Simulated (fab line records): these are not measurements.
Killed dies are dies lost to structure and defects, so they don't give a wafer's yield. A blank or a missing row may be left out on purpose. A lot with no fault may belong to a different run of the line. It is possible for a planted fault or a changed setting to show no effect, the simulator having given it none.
fab line records	flow nandHarc
record lots=6	wafers=18	lastDay=31
route steps=1302 shown A_DECK1_JOINT@533 A_ONON_D2@545 A_CHANNEL_HOLE_D2@570 END@1302
lots with no fault: from the same line, run without faults
startH: hours from the record's first day to the start of the lot's first wafer shown	waitH: time in hours since the lot's previous step	" same as the row above	L1.1+2: one row covering several wafers at once	- no value present, or no start provided	* or withheld: withheld	< > ~ a bound
route shown NAME@n: NAME is a module with steps in the file, n the number in the route of the first one	usual: mean and standard deviation over wafers with no fault	same: alike in all rows	chamber/n: place in a boat	sites: each site's reading	_std_site: their standard deviation	_edge_site: mean of outer sites minus mean of inner sites	radiusMm: how far each site lies from the wafer's centre	mask NAME#n: copy n	behind: the last tool/chamber to shape the wafer	hold: the reason the lot was held/the length of the hold in hours/how it ended	device: whichever transistor did not switch (one of n, p or np)	end of line: the route-end tests of the same wafers	where a step has no rows: the recipe by itself	killed: the dies lost at the first sort to structure and to defects; this is not the yield of the wafer	map: dies across one wafer; x = killed, . = not, _ = none there
set.NAME: setting as actually run; set.NAME@STEP: the setting as run at that earlier step	model.NAME: the simulator's own value behind a step, which no gauge read
lots at selected steps of the route; one table per step, one row per wafer
services: the hour from which a tool's chamber was out of use, counted from the record's first day as startH (under 0 if before that day), plus the number of hours and why
## steps
# step NHARC_A_DECK1_JOINT_CVD_34
# recipe targetThkA=200	tempC=700	pressureMtorr=300	material=SiNx
# step NHARC_A_DECK1_JOINT_DEP_06
# recipe targetThkA=800	tempC=65	material=SiOx
# step NHARC_A_DECK1_JOINT_CURE_26
# recipe tempC=150	timeS=32	pressureAtm=0.395
# step NHARC_A_DECK1_JOINT_ANNEAL_27
# recipe tempC=400	timeS=3600	idleTempC=300	rampUpCPerMin=10	densificationPH2oTorr=640
# step NHARC_A_DECK1_JOINT_ANNEAL_28
# recipe tempC=500	timeS=1800	idleTempC=400	rampUpCPerMin=10	densificationPH2oTorr=640
# step NHARC_A_DECK1_JOINT_ANNEAL_29
# recipe tempC=750	timeS=1800	idleTempC=500	rampUpCPerMin=10	rampDownCPerMin=3
# step NHARC_A_DECK1_JOINT_CMP_02
# recipe material=SiOx
# usual motorCurrentA=12.6/0.8
lot.wafer	tool	chamber	startH	waitH	motorCurrentA
L502.3	cmp-03	1	280.88	0.4	12.7
L502.6	"	2	"	"	13.4
L502.5	"	3	"	"	14.6
L507.3	cmp-03	0	320.90	0.4	11.8
L507.1	"	1	"	"	13.1
L507.5	"	1	"	"	13.3
L510.2	cmp-02	2	352.92	0.4	13.2
L510.4	"	3	"	"	12.9
L510.6	"	2	"	"	12.3
L508.1	cmp-01	3	353.07	0.5	12.2
L508.3	"	1	"	"	13.4
L508.2	"	2	"	"	11.4
L519.3	cmp-01	0	435.09	0.5	11.5
L519.5	"	1	"	"	13.8
L519.6	"	2	"	"	11.9
L521.3	cmp-03	1	455.55	0.4	12.6
L521.1	"	3	"	"	14.9
L521.2	"	0	"	"	11.9
# step NHARC_A_DECK1_JOINT_SRD_15
# step NHARC_A_DECK1_JOINT_DEP_16
# recipe targetThkA=450	tempC=400	pressureTorr=6.5	rfW=900	teosFlowSccm=161.4	flowSccm=2650	targetThkNm=45	gas=O2	material=SiO2
# usual heaterPowerW=506/61	throttleValvePct=15.6/0.49
lot.wafer	tool	chamber	startH	waitH	heaterPowerW	throttleValvePct
L502.3	pecvd-01	2	281.22	0.1	412	16.5
L502.5	"	1	"	"	521	15.1
L502.6	"	0	"	"	530	15.5
L507.3	pecvd-04	1	321.43	0.2	577	15.7
L507.1	"	2	"	"	463	14.9
L507.5	"	0	"	"	555	15.8
L510.2	pecvd-03	2	353.36	0.1	445	16.1
L510.4	"	0	"	"	551	15.4
L510.6	"	1	"	"	528	16.4
L508.3	pecvd-04	0	353.45	0.1	584	15.6
L508.2	"	1	"	"	539	15.9
L508.1	"	2	"	"	441	15.0
L519.3	pecvd-04	2	435.47	0.1	484	15.0
L519.5	"	0	"	"	481	15.9
L519.6	"	2	"	"	503	15.4
L521.3	pecvd-03	0	456.25	0.4	583	15.5
L521.2	"	1	"	"	505	16.0
L521.1	"	2	"	"	470	16.0
# step NHARC_A_DECK1_JOINT_THK_MEAS_17
# recipe thkMeasGauge=ellipsometry
# usual thkNm=44.9/1.1
lot.wafer	tool	chamber	startH	waitH	thkNm
L502.3	filmMetro-02	-	281.47	0.2	45.1
L502.5	"	-	"	"	45.1
L502.6	"	-	"	"	44.4
L507.1	filmMetro-02	-	321.71	0.2	45.2
L507.3	"	-	"	"	43.8
L507.5	"	-	"	"	44.8
L510.2	filmMetro-02	-	353.59	0.2	45.4
L510.4	"	-	"	"	44.9
L510.6	"	-	"	"	44.6
L508.1	filmMetro-02	-	353.73	0.2	45.4
L508.2	"	-	"	"	45.7
L508.3	"	-	"	"	43.6
L519.3	filmMetro-02	-	435.71	0.2	44.3
L519.5	"	-	"	"	45.2
L519.6	"	-	"	"	46.0
L521.1	filmMetro-02	-	456.53	0.2	44.7
L521.2	"	-	"	"	43.4
L521.3	"	-	"	"	45.2
# step NHARC_A_DECK1_JOINT_INSPECT_05
# usual rawDefectCount=303/110
lot.wafer	tool	chamber	startH	waitH	rawDefectCount
L502.3	defectInspect-02	-	281.51	0.0	395
L502.5	"	-	"	"	272
L502.6	"	-	"	"	486
L507.1	defectInspect-02	-	321.74	0.0	316
L507.3	"	-	"	"	256
L507.5	"	-	"	"	629
L510.2	defectInspect-02	-	353.62	0.0	485
L510.4	"	-	"	"	483
L510.6	"	-	"	"	478
L508.1	defectInspect-02	-	353.77	0.0	284
L508.2	"	-	"	"	308
L508.3	"	-	"	"	323
L519.3	defectInspect-02	-	435.75	0.0	296
L519.5	"	-	"	"	391
L519.6	"	-	"	"	403
L521.1	defectInspect-01	-	456.57	0.0	171
L521.2	"	-	"	"	274
L521.3	"	-	"	"	218
# step NHARC_A_ONON_D2_DEP_00
# recipe targetThkA=10000	n2FlowSccm=2750	n2oFlowSccm=2000	nh3FlowSccm=500	sih4FlowSccm=210	tempC=400
lot.wafer	tool	chamber	startH	waitH
L502.3+5+6	pecvdOnon-02	0	281.69	0.2
L507.1+3+5	pecvdOnon-02	0	321.81	0.1
L510.2+4+6	pecvdOnon-03	0	353.75	0.1
L508.1+2+3	pecvdOnon-04	0	353.84	0.1
L519.3+5+6	pecvdOnon-02	0	435.93	0.2
L521.1+2+3	pecvdOnon-02	0	456.63	0.1
# step NHARC_A_ONON_D2_THK_MEAS_02
# recipe thkMeasGauge=ellipsometry
# usual thkNm=1001/10
lot.wafer	tool	chamber	startH	waitH	thkNm
L502.3	filmMetro-01	-	282.08	-	992
L502.5	"	-	"	"	993
L502.6	"	-	"	"	990
L507.1	filmMetro-02	-	322.32	-	1000
L507.3	"	-	"	"	1000
L507.5	"	-	"	"	1002
L510.2	filmMetro-01	-	354.20	-	992
L510.4	"	-	"	"	992
L510.6	"	-	"	"	992
L508.1	filmMetro-02	-	354.35	-	1019
L508.2	"	-	"	"	1018
L508.3	"	-	"	"	1020
L519.3	filmMetro-02	-	436.32	-	989
L519.5	"	-	"	"	988
L519.6	"	-	"	"	990
L521.1	filmMetro-02	-	457.14	-	1003
L521.2	"	-	"	"	1002
L521.3	"	-	"	"	1004
# step NHARC_A_ONON_D2_DEP_03
# recipe targetThkA=10000	n2FlowSccm=2750	n2oFlowSccm=2000	nh3FlowSccm=500	sih4FlowSccm=210	tempC=400
# step NHARC_A_ONON_D2_THK_MEAS_05
# recipe thkMeasGauge=ellipsometry
# usual thkNm=1002/8.9
lot.wafer	tool	chamber	startH	waitH	thkNm
L502.3	filmMetro-02	-	282.65	-	1002
L502.5	"	-	"	"	1002
L502.6	"	-	"	"	1005
L507.1	filmMetro-01	-	322.89	-	985
L507.3	"	-	"	"	984
L507.5	"	-	"	"	984
L510.2	filmMetro-02	-	354.76	-	1008
L510.4	"	-	"	"	1010
L510.6	"	-	"	"	1008
L508.1	filmMetro-02	-	354.93	-	995
L508.2	"	-	"	"	995
L508.3	"	-	"	"	995
L519.3	filmMetro-02	-	436.89	-	999
L519.5	"	-	"	"	999
L519.6	"	-	"	"	1001
L521.1	filmMetro-02	-	457.85	-	999
L521.2	"	-	"	"	997
L521.3	"	-	"	"	998
# step NHARC_A_ONON_D2_DEP_06
# recipe targetThkA=10000	n2FlowSccm=2750	n2oFlowSccm=2000	nh3FlowSccm=500	sih4FlowSccm=210	tempC=400
# step NHARC_A_ONON_D2_THK_MEAS_08
# recipe thkMeasGauge=ellipsometry
# usual thkNm=1001/11
lot.wafer	tool	chamber	startH	waitH	thkNm
L502.3	filmMetro-01	-	283.22	-	986
L502.5	"	-	"	"	983
L502.6	"	-	"	"	984
L507.1	filmMetro-01	-	323.46	-	1014
L507.3	"	-	"	"	1015
L507.5	"	-	"	"	1015
L510.2	filmMetro-01	-	355.33	-	1006
L510.4	"	-	"	"	1007
L510.6	"	-	"	"	1009
L508.1	filmMetro-01	-	355.50	-	995
L508.2	"	-	"	"	995
L508.3	"	-	"	"	993
L519.3	filmMetro-02	-	437.45	-	990
L519.5	"	-	"	"	991
L519.6	"	-	"	"	989
L521.1	filmMetro-02	-	458.64	-	1005
L521.2	"	-	"	"	1007
L521.3	"	-	"	"	1007
# step NHARC_A_ONON_D2_DEP_09
# recipe targetThkA=10000	n2FlowSccm=2750	n2oFlowSccm=2000	nh3FlowSccm=500	sih4FlowSccm=210	tempC=400
# step NHARC_A_ONON_D2_THK_MEAS_11
# recipe thkMeasGauge=ellipsometry
# usual thkNm=998/8.9
lot.wafer	tool	chamber	startH	waitH	thkNm
L502.3	filmMetro-01	-	283.79	-	995
L502.5	"	-	"	"	995
L502.6	"	-	"	"	995
L507.1	filmMetro-01	-	324.02	-	998
L507.3	"	-	"	"	999
L507.5	"	-	"	"	1000
L510.2	filmMetro-01	-	355.89	-	1012
L510.4	"	-	"	"	1013
L510.6	"	-	"	"	1014
L508.1	filmMetro-02	-	356.06	-	992
L508.2	"	-	"	"	992
L508.3	"	-	"	"	991
L519.3	filmMetro-02	-	438.02	-	985
L519.5	"	-	"	"	987
L519.6	"	-	"	"	985
L521.1	filmMetro-02	-	459.60	-	997
L521.2	"	-	"	"	996
L521.3	"	-	"	"	1000
# step NHARC_A_ONON_D2_DEP_12
# recipe targetThkA=10000	n2FlowSccm=2750	n2oFlowSccm=2000	nh3FlowSccm=500	sih4FlowSccm=210	tempC=400
# step NHARC_A_ONON_D2_THK_MEAS_14
# recipe thkMeasGauge=ellipsometry
# usual thkNm=1004/10
lot.wafer	tool	chamber	startH	waitH	thkNm
L502.3	filmMetro-01	-	284.36	-	992
L502.5	"	-	"	"	993
L502.6	"	-	"	"	993
L507.1	filmMetro-01	-	324.58	-	995
L507.3	"	-	"	"	993
L507.5	"	-	"	"	995
L510.2	filmMetro-01	-	356.46	-	1014
L510.4	"	-	"	"	1015
L510.6	"	-	"	"	1016
L508.1	filmMetro-02	-	356.63	-	999
L508.2	"	-	"	"	1001
L508.3	"	-	"	"	1000
L519.3	filmMetro-02	-	438.59	-	1002
L519.5	"	-	"	"	1002
L519.6	"	-	"	"	1001
L521.1	filmMetro-02	-	460.40	-	987
L521.2	"	-	"	"	987
L521.3	"	-	"	"	988
# step NHARC_A_ONON_D2_ANNEAL_15
# recipe tempC=750	timeS=3600
# step NHARC_A_ONON_D2_DEP_16
# recipe targetThkA=10000	n2FlowSccm=2750	n2oFlowSccm=2000	nh3FlowSccm=500	sih4FlowSccm=210	tempC=400
# step NHARC_A_ONON_D2_THK_MEAS_18
# recipe thkMeasGauge=ellipsometry
# usual thkNm=998/13
lot.wafer	tool	chamber	startH	waitH	thkNm
L502.3	filmMetro-01	-	293.42	-	980
L502.5	"	-	"	"	982
L502.6	"	-	"	"	982
L507.1	filmMetro-01	-	332.38	-	995
L507.3	"	-	"	"	995
L507.5	"	-	"	"	996
L508.1	filmMetro-01	-	363.79	-	980
L508.2	"	-	"	"	983
L508.3	"	-	"	"	981
L510.2	filmMetro-02	-	363.79	-	1012
L510.4	"	-	"	"	1012
L510.6	"	-	"	"	1012
L519.3	filmMetro-02	-	445.95	-	1011
L519.5	"	-	"	"	1015
L519.6	"	-	"	"	1013
L521.1	filmMetro-02	-	467.43	-	1011
L521.2	"	-	"	"	1014
L521.3	"	-	"	"	1012
# step NHARC_A_ONON_D2_DEP_19
# recipe targetThkA=10000	n2FlowSccm=2750	n2oFlowSccm=2000	nh3FlowSccm=500	sih4FlowSccm=210	tempC=400
# step NHARC_A_ONON_D2_THK_MEAS_21
# recipe thkMeasGauge=ellipsometry
# usual thkNm=999/10
lot.wafer	tool	chamber	startH	waitH	thkNm
L502.3	filmMetro-02	-	293.99	-	1010
L502.5	"	-	"	"	1010
L502.6	"	-	"	"	1007
L507.1	filmMetro-02	-	332.95	-	1007
L507.3	"	-	"	"	1007
L507.5	"	-	"	"	1008
L508.1	filmMetro-02	-	364.35	-	999
L508.2	"	-	"	"	999
L508.3	"	-	"	"	998
L510.2	filmMetro-01	-	364.36	-	995
L510.4	"	-	"	"	996
L510.6	"	-	"	"	995
L519.3	filmMetro-02	-	446.52	-	987
L519.5	"	-	"	"	990
L519.6	"	-	"	"	987
L521.1	filmMetro-02	-	468.00	-	999
L521.2	"	-	"	"	998
L521.3	"	-	"	"	998
# step NHARC_A_ONON_D2_DEP_22
# recipe targetThkA=10000	n2FlowSccm=2750	n2oFlowSccm=2000	nh3FlowSccm=500	sih4FlowSccm=210	tempC=400
# step NHARC_A_ONON_D2_THK_MEAS_24
# recipe thkMeasGauge=ellipsometry
# usual thkNm=1001/9.4
lot.wafer	tool	chamber	startH	waitH	thkNm
L502.3	filmMetro-02	-	294.56	-	1006
L502.5	"	-	"	"	1006
L502.6	"	-	"	"	1004
L507.1	filmMetro-01	-	333.51	-	997
L507.3	"	-	"	"	1000
L507.5	"	-	"	"	998
L508.1	filmMetro-02	-	364.92	-	998
L508.2	"	-	"	"	998
L508.3	"	-	"	"	1000
L510.2	filmMetro-01	-	364.92	-	984
L510.4	"	-	"	"	986
L510.6	"	-	"	"	984
L519.3	filmMetro-02	-	447.08	-	988
L519.5	"	-	"	"	986
L519.6	"	-	"	"	988
L521.1	filmMetro-02	-	468.57	-	992
L521.2	"	-	"	"	994
L521.3	"	-	"	"	992
# step NHARC_A_ONON_D2_DEP_25
# recipe targetThkA=10000	n2FlowSccm=2750	n2oFlowSccm=2000	nh3FlowSccm=500	sih4FlowSccm=210	tempC=400
# step NHARC_A_ONON_D2_THK_MEAS_27
# recipe thkMeasGauge=ellipsometry
# usual thkNm=1003/11
lot.wafer	tool	chamber	startH	waitH	thkNm
L502.3	filmMetro-02	-	295.13	-	998
L502.5	"	-	"	"	998
L502.6	"	-	"	"	997
L507.1	filmMetro-02	-	334.08	-	1010
L507.3	"	-	"	"	1010
L507.5	"	-	"	"	1010
L508.1	filmMetro-01	-	365.48	-	1008
L508.2	"	-	"	"	1007
L508.3	"	-	"	"	1008
L510.2	filmMetro-02	-	365.49	-	977
L510.4	"	-	"	"	975
L510.6	"	-	"	"	975
L519.3	filmMetro-02	-	447.65	-	1013
L519.5	"	-	"	"	1013
L519.6	"	-	"	"	1013
L521.1	filmMetro-02	-	469.13	-	994
L521.2	"	-	"	"	994
L521.3	"	-	"	"	993
# step NHARC_A_ONON_D2_DEP_28
# recipe targetThkA=10000	n2FlowSccm=2750	n2oFlowSccm=2000	nh3FlowSccm=500	sih4FlowSccm=210	tempC=400
# step NHARC_A_ONON_D2_THK_MEAS_30
# recipe thkMeasGauge=ellipsometry
# usual thkNm=1001/11
lot.wafer	tool	chamber	startH	waitH	thkNm
L502.3	filmMetro-01	-	295.69	-	1010
L502.5	"	-	"	"	1007
L502.6	"	-	"	"	1008
L507.1	filmMetro-01	-	334.64	-	1021
L507.3	"	-	"	"	1020
L507.5	"	-	"	"	1021
L508.1	filmMetro-01	-	366.05	-	1002
L508.2	"	-	"	"	1001
L508.3	"	-	"	"	1000
L510.2	filmMetro-02	-	366.05	-	1012
L510.4	"	-	"	"	1010
L510.6	"	-	"	"	1012
L519.3	filmMetro-02	-	448.21	-	1022
L519.5	"	-	"	"	1022
L519.6	"	-	"	"	1023
L521.1	filmMetro-02	-	469.70	-	993
L521.2	"	-	"	"	990
L521.3	"	-	"	"	992
# step NHARC_A_ONON_D2_DEP_33
# recipe targetThkA=2000	tempC=400	pressureTorr=6.5	rfW=900	teosFlowSccm=161.4	flowSccm=2650	targetThkNm=200	gas=O2	material=SiO2
# usual heaterPowerW=520/62	throttleValvePct=15.8/0.54
lot.wafer	tool	chamber	startH	waitH	heaterPowerW	throttleValvePct
L502.3	pecvd-02	1	295.75	0.1	557	15.4
L502.5	"	1	"	"	572	15.7
L502.6	"	2	"	"	549	16.8
L507.3	pecvd-03	2	334.90	0.3	502	16.2
L507.1	"	0	"	"	474	15.6
L507.5	"	0	"	"	490	15.5
L508.3	pecvd-02	1	366.10	0.1	445	15.8
L508.2	"	2	"	"	468	16.8
L508.1	"	0	"	"	567	16.2
L510.2	pecvd-01	0	366.20	0.1	525	15.1
L510.6	"	2	"	"	351	16.0
L510.4	"	0	"	"	570	15.0
L519.3	pecvd-02	1	448.27	0.1	543	15.3
L519.5	"	1	"	"	534	15.8
L519.6	"	2	"	"	526	16.4
L521.2	pecvd-03	2	469.76	0.1	452	16.2
L521.1	"	0	"	"	541	15.5
L521.3	"	1	"	"	435	15.7
# step NHARC_A_ONON_D2_THK_MEAS_34
# recipe thkMeasGauge=ellipsometry
# usual thkNm=198.7/2.7
lot.wafer	tool	chamber	startH	waitH	thkNm
L502.3	filmMetro-01	-	296.16	-	193.9
L502.5	"	-	"	"	199.3
L502.6	"	-	"	"	200.2
L507.1	filmMetro-02	-	335.27	-	199.4
L507.3	"	-	"	"	195.6
L507.5	"	-	"	"	201.1
L508.1	filmMetro-01	-	366.52	-	197.5
L508.2	"	-	"	"	197.0
L508.3	"	-	"	"	196.6
L510.2	filmMetro-02	-	366.52	-	197.2
L510.4	"	-	"	"	198.2
L510.6	"	-	"	"	197.8
L519.3	filmMetro-02	-	448.68	-	194.2
L519.5	"	-	"	"	197.6
L519.6	"	-	"	"	202.7
L521.1	filmMetro-02	-	470.17	-	202.1
L521.2	"	-	"	"	197.4
L521.3	"	-	"	"	199.0
# step NHARC_A_CHANNEL_HOLE_D2_DEP_00
# recipe targetThkA=31000	tempC=400	material=aC
# usual throttleValvePct=35.002/0.0089
lot.wafer	tool	chamber	startH	waitH	throttleValvePct
L502.3	aclDep-01	0	296.93	0.7	35.008
L502.5	"	0	"	"	35.014
L502.6	"	0	"	"	35.003
L507.1	aclDep-03	0	336.79	1.5	34.995
L507.3	"	0	"	"	35.003
L507.5	"	0	"	"	35.010
L508.1	aclDep-01	0	366.65	0.1	34.997
L508.2	"	0	"	"	35.012
L508.3	"	0	"	"	35.018
L510.2	aclDep-02	0	367.64	1.0	34.996
L510.4	"	0	"	"	35.018
L510.6	"	0	"	"	35.010
L519.3	aclDep-03	0	450.61	1.9	34.997
L519.5	"	0	"	"	34.991
L519.6	"	0	"	"	35.006
L521.1	aclDep-01	0	472.81	2.6	35.023
L521.2	"	0	"	"	34.994
L521.3	"	0	"	"	35.009
# step NHARC_A_CHANNEL_HOLE_D2_DEP_01
# recipe targetThkA=1400	targetThkNm=140	tempC=400	pressureTorr=3.5	flowSccm=200	rfW=350	material=SiON
# usual heaterPowerW=715/77
lot.wafer	tool	chamber	startH	waitH	heaterPowerW
L502.3	pecvd-04	1	298.26	1.0	769
L502.5	"	0	"	"	763
L502.6	"	2	"	"	591
L507.1	pecvd-01	2	338.71	1.6	618
L507.3	"	0	"	"	776
L507.5	"	0	"	"	804
L508.1	pecvd-04	2	368.56	1.6	689
L508.3	"	0	"	"	721
L508.2	"	1	"	"	749
L510.2	pecvd-01	1	369.24	1.3	717
L510.6	"	1	"	"	752
L510.4	"	0	"	"	743
L519.3	pecvd-01	1	451.97	1.0	621
L519.6	"	0	"	"	788
L519.5	"	1	"	"	629
L521.1	pecvd-02	2	474.75	1.6	796
L521.2	"	0	"	"	801
L521.3	"	1	"	"	733
# step NHARC_A_CHANNEL_HOLE_D2_DEHYDRATE_02
# recipe tempC=150	timeS=120
# step NHARC_A_CHANNEL_HOLE_D2_HMDS_03
# recipe timeS=30
# step NHARC_A_CHANNEL_HOLE_D2_COAT_36
# recipe tempC=260	timeS=75
# step NHARC_END_SORT_01
# recipe tempC=25
# usual killedAtArray=57/17	killedAtOther=0.5/0.82	killedAtPeriphery=4.0/2.8	killedDies=61/18	killedOpen=2.9/2	killedShort=2.3/1.7
# same grossDies=677
lot.wafer	tool	chamber	startH	waitH	killedAtArray	killedAtOther	killedAtPeriphery	killedDies	killedOpen	killedShort
L502.3	prober-01	0	578.75	3.1	45	0	4	49	6	1
L502.5	prober-01	0	580.33	3.7	47	0	3	50	5	4
L502.6	prober-01	0	581.12	4.0	44	0	7	51	4	1
L510.2	prober-02	0	646.64	2.8	63	0	4	67	5	2
L510.4	prober-02	0	648.24	3.4	46	1	1	48	4	3
L510.6	prober-02	0	649.84	4.0	47	2	0	49	2	3
L519.3	prober-02	0	719.50	3.1	127	0	3	130	1	2
L519.5	prober-02	0	721.08	3.7	129	0	5	134	4	1
L519.6	prober-02	0	721.88	4.0	111	0	4	115	1	3
L521.1	prober-02	0	743.93	2.5	115	0	5	120	5	1
L521.2	prober-02	0	744.74	2.8	125	2	1	128	1	1
L521.3	prober-02	0	745.56	3.1	111	1	7	119	1	4
# killed by level:class
L502.3 A_SLIT:chamberFilmFlake=28 A_CHANNEL_HOLE_D2:chamberFilmFlake=6 A_CHANNEL_FILL_D1:chamberFilmFlake=2 P_GATE:geometricParticle:open=1 P_CONTACT:geometricParticle:open=1 A_ONON_D1:geometricParticle:short=1 A_CHANNEL_FILL_D2:geometricParticle:open=1 A_WL_FILL:geometricParticle:open=1
L502.5 A_SLIT:chamberFilmFlake=30 A_CHANNEL_HOLE_D2:chamberFilmFlake=6 A_CHANNEL_FILL_D1:geometricParticle:short=3 A_CONTACT:chamberFilmFlake=2 P_GATE:geometricParticle:open=1 P_M0:geometricParticle:open=1 A_DECK1_JOINT:geometricParticle:open=1 A_ONON_D2:geometricParticle:open=1
L502.6 A_SLIT:chamberFilmFlake=26 A_CHANNEL_HOLE_D2:chamberFilmFlake=7 A_WL_FILL:chamberFilmFlake=3 P_CONTACT:geometricParticle:open=2 P_ZERO_WELL:chamberFilmFlake=2 A_CONTACT:chamberFilmFlake=2 A_ONON_D2:geometricParticle:short=1 A_CONTACT:geometricParticle:open=1
L510.2 A_CHANNEL_HOLE_D1:chamberFilmFlake=26 A_CHANNEL_HOLE_D2:chamberFilmFlake=17 A_CONTACT:chamberFilmFlake=5 A_ZERO_WELL:chamberFilmFlake=2 A_WL_FILL:chamberFilmFlake=2 A_CHANNEL_FILL_D1:chamberFilmFlake=2 A_CHANNEL_FILL_D2:chamberFilmFlake=2 P_M1:geometricParticle:open=1
L510.4 A_CHANNEL_HOLE_D1:chamberFilmFlake=17 A_CHANNEL_HOLE_D2:chamberFilmFlake=14 A_CONTACT:chamberFilmFlake=3 A_WL_FILL:chamberFilmFlake=2 P_M1:geometricParticle:short=1 A_SOURCE_PLATE:geometricParticle:open=1 A_CHANNEL_FILL_D1:geometricParticle:short=1 A_DECK1_JOINT:geometricParticle:open=1
L510.6 A_CHANNEL_HOLE_D1:chamberFilmFlake=14 A_CHANNEL_HOLE_D2:chamberFilmFlake=12 A_CONTACT:chamberFilmFlake=10 A_CHANNEL_FILL_D1:chamberFilmFlake=2 THIN_TSV:chamberFilmFlake=2 A_ONON_D1:geometricParticle:short=1 A_CHANNEL_HOLE_D1:geometricParticle:short=1 A_DECK1_JOINT:geometricParticle:short=1
L519.3 A_ONON_D2:unspecified=48 A_SLIT:chamberFilmFlake=24 A_CHANNEL_HOLE_D2:chamberFilmFlake=24 A_CHANNEL_HOLE_D1:chamberFilmFlake=18 A_CONTACT:chamberFilmFlake=4 P_GATE:chamberFilmFlake=3 A_CHANNEL_FILL_D1:chamberFilmFlake=2 A_STAIRCASE:chamberFilmFlake=2
L519.5 A_ONON_D2:unspecified=46 A_CHANNEL_HOLE_D1:chamberFilmFlake=33 A_SLIT:chamberFilmFlake=26 A_CHANNEL_HOLE_D2:chamberFilmFlake=11 A_CONTACT:chamberFilmFlake=7 P_GATE:chamberFilmFlake=3 P_CONTACT:geometricParticle:open=1 A_ONON_D2:geometricParticle:open=1
L519.6 A_ONON_D2:unspecified=47 A_SLIT:chamberFilmFlake=30 A_CHANNEL_HOLE_D1:chamberFilmFlake=14 A_CHANNEL_HOLE_D2:chamberFilmFlake=8 A_STAIRCASE:chamberFilmFlake=4 A_CONTACT:chamberFilmFlake=4 A_CHANNEL_FILL_D1:geometricParticle:short=2 P_M1:chamberFilmFlake=2
L521.1 A_ONON_D2:unspecified=51 A_SLIT:chamberFilmFlake=29 A_CHANNEL_HOLE_D1:chamberFilmFlake=20 A_CONTACT:chamberFilmFlake=7 P_M2:chamberFilmFlake=2 A_STAIRCASE:chamberFilmFlake=2 P_GATE:geometricParticle:open=1 P_M0:geometricParticle:open=1
L521.2 A_ONON_D2:unspecified=52 A_CHANNEL_HOLE_D1:chamberFilmFlake=34 A_SLIT:chamberFilmFlake=30 A_STAIRCASE:chamberFilmFlake=4 A_CONTACT:chamberFilmFlake=2 THIN_TSV:chamberFilmFlake=2 A_ONON_D1:geometricParticle:open=1 A_CHANNEL_FILL_D2:geometricParticle:short=1
L521.3 A_ONON_D2:unspecified=48 A_SLIT:chamberFilmFlake=30 A_CHANNEL_HOLE_D1:chamberFilmFlake=20 A_STAIRCASE:chamberFilmFlake=7 P_ZERO_WELL:chamberFilmFlake=2 P_M2:chamberFilmFlake=2 A_WL_FILL:chamberFilmFlake=2 A_CONTACT:chamberFilmFlake=2
# map L519.5 (x killed, . not)
____________.____________
_________......x_________
_______..........._______
______.............______
_____x.............._____
____xx...............____
____xx.x.............____
___xxxxx..........x...___
___xxxxx..............___
__xxxxxx...............__
__xxxxx.....x..........__
_xxxxxx...........x....._
_xxxx.x................._
_xxxxx.................._
_xxxxx.x................_
_.xxxxxx................_
.xxxxxx..................
.xxxxxx..................
..xxxxx..................
..xxxx.x...............x.
.xxxx.x..................
_...xxx....x............_
_x..x..xx...x....x.x...._
_....xxx.......x....x..._
_.........x......xx..x.._
_....x.x..x.x..........._
__..x.xxxxx..........x.__
__....xxxx.............__
___..x.x.x............___
___..x...x............___
____..xxx............____
____...x.x...........____
_____..............._____
______.............______
_______..x...x...._______
_________......._________
____________.____________
# map L521.2 (x killed, . not)
____________.____________
_________......._________
_______..........._______
______.............______
_____x.............._____
____xx...............____
____xxxx.............____
___xxxxx..............___
___xxxxxxx............___
__xxxxxx.x.............__
__xxxxxx...............__
_xxxxxx.x..............._
_xxxxxx.x..............._
_xxxxxx................._
_.xxxx.x................_
_xxxxx.................._
..x.xxxx.................
..xxxx.x.................
..xxxxx..................
x.xxxx...................
....x..xx..........x.....
_..xx.x..x.............._
_....x..xx.............._
_......xx..............._
_......xxxx........x...._
_....xxxxxx....x...x.x.._
__....xxxx.............__
__....xxxx..x.........x__
___..xxx...x..........___
___...xxx.............___
____..x..............____
____.................____
_____..............._____
______.............______
_______......x...._______
_________......._________
____________.____________
## services
tool	chamber	startH	hours	kind
cmp-01	-	260.01	0.5	repair
cmp-03	-	260.21	4.0	pm
pecvd-04	-	269.00	13.0	pm
pecvd-02	-	288.58	1.5	repair
cmp-01	-	291.74	2.2	repair
aclDep-03	-	300.31	13.0	pm
cmp-03	-	301.02	0.3	repair
cmp-01	-	304.44	4.0	pm
pecvdOnon-03	-	308.22	5.0	repair
pecvdOnon-04	-	311.00	13.0	pm
pecvd-01	-	311.13	13.0	pm
pecvd-01	2	325.41	5.6	repair
cmp-03	-	352.69	2.2	repair
cmp-03	-	358.21	4.0	pm
pecvdOnon-02	-	366.00	13.0	pm
pecvd-03	-	366.12	13.0	pm
aclDep-01	-	368.54	13.0	pm
cmp-01	-	368.86	1.9	repair
cmp-01	-	402.44	4.0	pm
pecvd-02	-	408.21	13.0	pm
pecvd-03	2	436.46	8.3	repair
cmp-03	-	447.72	4.7	repair
pecvd-04	-	450.00	13.0	pm
cmp-03	-	456.21	4.0	pm
## key
firstSign step=NHARC_END_SORT_01	reading=killedAtArray	direction=up	sigmas=3.6	usual=57	struck=120
effect step=NHARC_END_SORT_01	reading=killedDies	direction=up	sigmas=3.6	usual=61	struck=124
moreKillsBornAt NHARC_A_ONON_D2_DEP_00@pecvdOnon-02=292
metAt NHARC_A_ONON_D2_DEP_00
struckWafers L519.3,L519.5,L519.6,L521.1,L521.2,L521.3
testerLeftOut L519,L521
onsetBetween 321.81 435.93
alsoFits time
fault kind=chamberParticleSource	tool=pecvdOnon-02	chamber=-	onsetH=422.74	steps=NHARC_A_ONON_D2_DEP_00	ratePerVisitCm2=0.64723	endH=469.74
# testerLeftOut: of these lots the tester's yield and bins aren't shown, on N5 and GAA mostly nor the transistor test; their killed dies are dies lost to structure and defects alone, not to doping, threshold or leakage, so they don't give the yield
